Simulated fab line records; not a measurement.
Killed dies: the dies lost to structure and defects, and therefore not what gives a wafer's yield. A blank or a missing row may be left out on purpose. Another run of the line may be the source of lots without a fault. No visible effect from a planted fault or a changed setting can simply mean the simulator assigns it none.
The tool behind it: which one? | flow nandHarc | 33 wafers from 11 lots sampled at 6 of the route's 1302 steps

## WHAT EACH GAUGE READ, for each wafer
NHARC_END_SORT_01.
lot  | measured     | on        | defectLimitedYield (%)
L465 | day 28 12:43 | prober-02 | 87.9 89.1 88.0

## TOOL THAT RAN EACH LOT (tool first, then ch and the chambers of the sampled wafers, then the start)
lot  | NHARC_A_CHANNEL_HOLE_D2_ETCH_34              | NHARC_A_CHANNEL_HOLE_D2_ETCH_22 | NHARC_A_CHANNEL_HOLE_D2_ETCH_25 | NHARC_A_CHANNEL_HOLE_D2_XSEM_32 | NHARC_A_CHANNEL_FILL_D2_ALD_14
L460 | rieDiel-13 ch 0,1, day 14 09:16 or earlier   | harEtch-01 ch 0,1, day 14 09:16 | harEtch-01 ch 0,1, day 14 11:19 | xsem-02 ch 0, day 14 14:10      | aldHk-03 ch 0,1,3, day 14 21:31
L459 | rieDiel-02 ch 1,2,3, day 15 01:35 or earlier | harEtch-02 ch 0,1, day 15 01:35 | harEtch-02 ch 0,1, day 15 03:38 | xsem-02 ch 0, day 15 06:20      | aldHk-03 ch 1,3, day 15 13:39
L462 | rieDiel-02 ch 0,1,3, day 15 10:47 or earlier | harEtch-01 ch 0,1, day 15 10:47 | harEtch-01 ch 0,1, day 15 12:52 | xsem-01 ch 0, day 15 15:28      | aldHk-04 ch 0,1, day 15 22:52
L466 | rieDiel-02 ch 0,1,3, day 17 10:58 or earlier | harEtch-02 ch 0, day 17 10:58   | harEtch-02 ch 0, day 17 13:01   | xsem-01 ch 0, day 17 15:34      | aldHk-02 ch 0,1,3, day 17 22:56
L465 | rieDiel-13 ch 0,1, day 17 12:59 or earlier   | harEtch-01 ch 0,1, day 17 12:59 | harEtch-01 ch 0,1, day 17 15:00 | xsem-02 ch 0, day 17 17:43      | aldHk-04 ch 1,2,3, day 17 22:59
L468 | rieDiel-08 ch 0,1,3, day 17 17:08 or earlier | harEtch-01 ch 0,1, day 17 17:08 | harEtch-01 ch 0,1, day 17 19:10 | xsem-02 ch 0, day 17 21:53      | aldHk-02 ch 0,1,3, day 18 03:25
L469 | rieDiel-02 ch 1,2, day 19 03:02 or earlier   | harEtch-01 ch 0,1, day 19 03:02 | harEtch-01 ch 0,1, day 19 05:11 | xsem-02 ch 0, day 19 07:36      | aldHk-04 ch 2,3, day 19 14:52
L470 | rieDiel-02 ch 1,2, day 19 07:01 or earlier   | harEtch-01 ch 0,1, day 19 07:01 | harEtch-01 ch 0,1, day 19 09:04 | xsem-02 ch 0, day 19 11:49      | -
L473 | rieDiel-13 ch 0,1,2, day 20 00:46 or earlier | harEtch-01 ch 0,1, day 20 00:46 | harEtch-01 ch 0,1, day 20 02:51 | xsem-02 ch 0, day 20 05:25      | -
L475 | rieDiel-13 ch 1,2, day 21 04:23 or earlier   | harEtch-01 ch 0, day 21 04:23   | harEtch-01 ch 0, day 21 06:29   | xsem-01 ch 0, day 21 09:02      | -
L479 | rieDiel-02 ch 1,2,3, day 22 21:25 or earlier | harEtch-02 ch 0,1, day 22 21:25 | harEtch-02 ch 0,1, day 22 23:29 | xsem-02 ch 0, day 23 02:03      | aldHk-04 ch 0,1,3, day 23 10:00
- NHARC_A_CHANNEL_HOLE_D2_ETCH_34: etches the open film in CF4/CHF3, target depth 154 nm, time 77 s.
- NHARC_A_CHANNEL_HOLE_D2_ETCH_22: etches the open film in C4F8/O2/Ar, time 666.7 s, target depth 1600 nm.
- NHARC_A_CHANNEL_HOLE_D2_ETCH_25: etches the open film in C4F8/O2/Ar, time 1040.2 s, target depth 1500 nm.
- NHARC_A_CHANNEL_HOLE_D2_XSEM_32
- NHARC_A_CHANNEL_FILL_D2_ALD_14: deposits SiO2, target thk 2.5 nm, pulse time 10 s, ald cycles 25.

## THE ANSWER, worked out from the rows above alone
Rule: what is usual is taken from the lots themselves. The widest of any qualifying gaps counts: lots, ordered by their means at a reading, are off when they make up no more than a third of the lots, leave a main group of 4 or more, and stand apart from it by 3 or more times the standard deviation of that group's means. A main group whose means are all the same, to the digits that the tables above print for the reading, isn't used. A lot without any number at a reading at which 4 lots or more have one is off too. Where the step has rows for the other lots, those lots are counted as sound.
No lot is off at any reading shown: from this, nothing can be told.

## WHAT WAS PUT IN BY THE SIMULATOR
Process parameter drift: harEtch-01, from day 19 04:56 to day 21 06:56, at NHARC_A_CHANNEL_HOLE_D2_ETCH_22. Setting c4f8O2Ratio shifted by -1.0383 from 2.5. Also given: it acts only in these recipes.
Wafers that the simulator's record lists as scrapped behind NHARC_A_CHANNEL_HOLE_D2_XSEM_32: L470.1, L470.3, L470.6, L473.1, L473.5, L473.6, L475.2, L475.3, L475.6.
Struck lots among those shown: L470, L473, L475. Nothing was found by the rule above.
